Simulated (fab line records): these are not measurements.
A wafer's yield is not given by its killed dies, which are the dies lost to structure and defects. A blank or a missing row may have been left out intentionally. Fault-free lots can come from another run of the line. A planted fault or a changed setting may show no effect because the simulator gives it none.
Comparing a struck lot with a sound one :: flow n5 finfet :: 42 out of 1938 route steps
Sound: wafers L588.1, L588.3, L588.6. Wafers struck: L601.3, L601.5, L601.6. The cause is named last.
At each step with rows: each side's tool, then ch and its chambers, then its first start. Under that, the readings that differ: sound wafers :: struck wafers :: difference of the means :: sigmas: that difference in standard deviations of wafers without a fault.
alike: readings whose means differ by less than 2 such deviations, and words and numbers that are the same on both sides. not compared: withheld readings, readings that some wafer has no value for, bounds like >300 that may hide the same value, and numbers for which the record gives no deviation and whose values overlap.
Wherever a step has rows on one side only, a row that says differs or no value, or a row with sigmas, the two part there. Numbers that have no deviation but don't overlap get no sigmas and don't part them. A reading that every wafer of one side lacks parts them only if that side has two wafers or more.

first, 8 steps without rows for these wafers: N5_MOL_CONTACT_COAG_DESCUM_13 (chemistry O2, time 7 s); N5_MOL_CONTACT_COAG_ETCH_59 (etches underlayer in N2/H2, target depth 13 nm, time 10.4 s); N5_MOL_CONTACT_COAG_ETCH_105 (etches SiARC in CF4, target depth 15.6 nm, time 26 s); N5_MOL_CONTACT_COAG_ETCH_106 (etches SOC in N2/H2, target depth 80 nm, overetch 16 nm, time 120 s); N5_MOL_CONTACT_COAG_STRIP_107 (strips in N2/H2); N5_MOL_CONTACT_COAG_STRIP_108 (strips in N2/H2); N5_MOL_CONTACT_COAG_CONTACT_ETCH_14 (etches SiO2 in C4F6/O2, target depth 27.5 nm, overetch 8.5 nm, time 20 s); N5_MOL_CONTACT_COAG_STRIP_109 (strips in C4F6/O2).
N5_MOL_CONTACT_COAG_ETCH_15: etches SiNx in CH3F/O2, stops on Si:P, target depth 7 nm.
  sound on rie diel-04 ch 0,2, day 5 04:11; struck on rie diel-02 ch 0,2,3, day 8 12:32
  alike: O2_flow_sccm, drypump motor current A, oes product au, rf vpp V, showerhead plenum p Torr, throttle valve pct
  not compared: rf hours counter h
then, 2 steps without rows for these wafers: N5_MOL_CONTACT_COAG_ETCH_110 (etches Si in CF4/O2, target depth 2.5 nm, time 8 s); N5_MOL_CONTACT_COAG_STRIP_98 (strips in N2/H2).
N5_MOL_CONTACT_COAG_CD_MEAS_99: the cd target is 17.2 nm.
  sound on cd sem-03, day 5 04:22; struck on cd sem-03, day 8 12:43
  alike: cd nm
N5_MOL_CONTACT_COAG_IMPLANT_129:
  sound on implanter-01 ch 0, day 5 04:24; struck on implanter-01 ch 0, day 8 12:48
reading: beam energy keV
sound: 3.0005 3.0001 3.0002
struck: 1.1446 1.1448 1.1433
difference: -1.8560
sigmas: -99 or more

reading: end station pressure torr (Torr)
sound: 6e-06 6.1e-06 5.8e-06
struck: 7.9e-06 7.6e-06 7.8e-06
difference: +1.8e-06
sigmas: +5

reading: model.implant.rp nm (nm)
sound: 6.095 6.095 6.095
struck: 3.693 3.693 3.693
difference: -2.402
sigmas: 

reading: model.implant.drp nm (nm)
sound: 2.134 2.134 2.134
struck: 1.195 1.195 1.195
difference: -0.939
sigmas: 
then, 9 steps without rows for these wafers: N5_MOL_CONTACT_COAG_PRECLEAN_111 (cleans in NF3:NH3, afs cycles 1, time 20 s, sublimation time 60 s); N5_MOL_CONTACT_COAG_TI_SIL_19 (material Ti, target thk 4.2 nm, time 15 s); N5_MOL_CONTACT_COAG_ALD_20 (deposits TiN, target thk 1.5 nm, pulse time 1 s, purge time 3 s); N5_MOL_CONTACT_COAG_SIL_ANNEAL_21 (time 60 s); N5_MOL_CONTACT_COAG_PRE_CLEAN_141 (time 60 s); N5_MOL_CONTACT_COAG_SPUTTER_143 (material Co, target thk 2.5 nm); N5_MOL_CONTACT_COAG_CO_FILL_22 (material Co, precursor CCTBA/H2, target thk 20 nm); N5_MOL_CONTACT_COAG_ANNEAL_113 (time 300 s); N5_MOL_CONTACT_COAG_PRE_CLEAN_142 (time 60 s).
N5_MOL_CONTACT_COAG_SPUTTER_130: material Co, target thk 47.5 nm.
  sound on pvd sputter-03, day 5 08:47; struck on pvd sputter-02, day 8 17:46
reading: susceptor temp C (C)
sound: 25.21 24.96 25.06
struck: 24.81 24.82 24.93
difference: -0.22
sigmas: -2
  alike: substrate temp c, throttle valve pct
then, 2 steps without rows for these wafers: N5_MOL_CONTACT_COAG_PRECLEAN_125 (cleans in DIW, time 57.5 s); N5_MOL_CONTACT_COAG_SRD_126 (dry time 32 s).
N5_MOL_CONTACT_COAG_CMP_23: polishes, stops on SiO2, t overpolish 1.5 s, target thk 0 nm.
  sound on cmp-04 ch 1,2, day 5 08:58; struck on cmp-04 ch 0,1,2, day 8 18:01
  alike: motor current A, overpolish run s, time to endpoint s
  not compared: pad life wafers
then, 2 steps without rows for these wafers: N5_MOL_CONTACT_COAG_WET_ETCH_26 (target Co, target depth 13 nm); N5_MOL_CONTACT_COAG_WET_ETCH_116 (etches the open film in SC1-inhibited, target depth 4.6 nm, rinse time 30 s).
N5_MOL_CONTACT_COAG_ALD_27: deposits SiOC, target thk 17 nm, pulse time 1.5 s, time 2720 s.
  sound on ald sin-01 ch 0,1,3, day 5 09:47; struck on ald sin-02 ch 0,3, day 8 19:02
  alike: heater power w, precursor pulse height rel, susceptor temp C
then, 1 step without rows for these wafers: N5_MOL_CONTACT_COAG_CMP_28 (polishes, stops on SiNx, t overpolish 0.85 s, target thk 14.522 nm).
N5_MOL_CONTACT_COAG_THK_MEAS_29:
  sound on film metro-01, day 5 11:38; struck on film metro-02, day 8 20:54
  alike: MD_CAP_THK
N5_MOL_CONTACT_COAG_ALD_123: deposits SiNx, target thk 5 nm, pulse time 1 s, purge time 2 s.
  sound on ald sin-01 ch 0,2, day 5 13:00; struck on ald sin-01 ch 0,1,2, day 8 22:22
  alike: heater power w, precursor pulse height rel, susceptor temp C
then, 8 steps without rows for these wafers: N5_MOL_CONTACT_COAG_PECVD_31 (deposits SiO2 from TEOS/O2, target thk 46 nm, time 8.9 s); N5_MOL_CONTACT_COAG_COAT_75 (time 60 s, resist thk 60 nm); N5_MOL_CONTACT_COAG_COAT_76 (time 60 s, resist thk 10 nm); N5_MOL_CONTACT_COAG_COAT_77 (time 60 s, resist thk 10 nm); N5_MOL_CONTACT_COAG_COAT_78 (resist thk 40 nm); N5_MOL_CONTACT_COAG_EBR_80; N5_MOL_CONTACT_COAG_SOFTBAKE_79 (time 60 s); N5_MOL_CONTACT_COAG_EXPOSE_81 (exposes mask VG, defocus 0 nm).
-- the record jumps here: 3 days lie between the struck wafers' starts before and after (it left off in module MOL_CONTACT_COAG and takes up again in module BEOL_M4, whose first step shown is number 1111 of the route) --
N5_BEOL_M4_RC_MEAS_101:
  sound on prober-01 ch 0, day 8 07:48; struck on prober-02 ch 0, day 12 05:00
reading: RC_DENSE_N (ohm.um)
sound: 19.4 19.0 19.4
struck: 25.8 26.1 25.4
difference: +6.5
sigmas: +18

reading: RC_DENSE_P (ohm.um)
sound: 24.6 24.1 24.3
struck: 31.7 32.4 31.8
difference: +7.6
sigmas: +16

reading: RC_N (ohm.um)
sound: 15.78 15.64 15.81
struck: 20.82 21.03 20.79
difference: +5.14
sigmas: +18

reading: RC_P (ohm.um)
sound: 20.1 19.9 20.0
struck: 25.9 26.6 26.0
difference: +6.2
sigmas: +15
  alike: DIBL_N, DIBL_P, IOFF_N, IOFF_P, ION_N, ION_P, SS_N, SS_P, VT_N, VT_P
N5_PASSIVATION_PROBE_49:
  the record has rows for the sound wafers here (prober-01, day 12 09:30) and none for the struck ones

== WHERE THEY PART ==
At N5_MOL_CONTACT_COAG_IMPLANT_129 first; at N5_PASSIVATION_PROBE_49 last (within this record only).

WHY: the cause the simulator had injected
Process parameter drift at N5_MOL_CONTACT_COAG_IMPLANT_129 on implanter-01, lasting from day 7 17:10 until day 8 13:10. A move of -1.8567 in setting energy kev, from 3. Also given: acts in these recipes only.
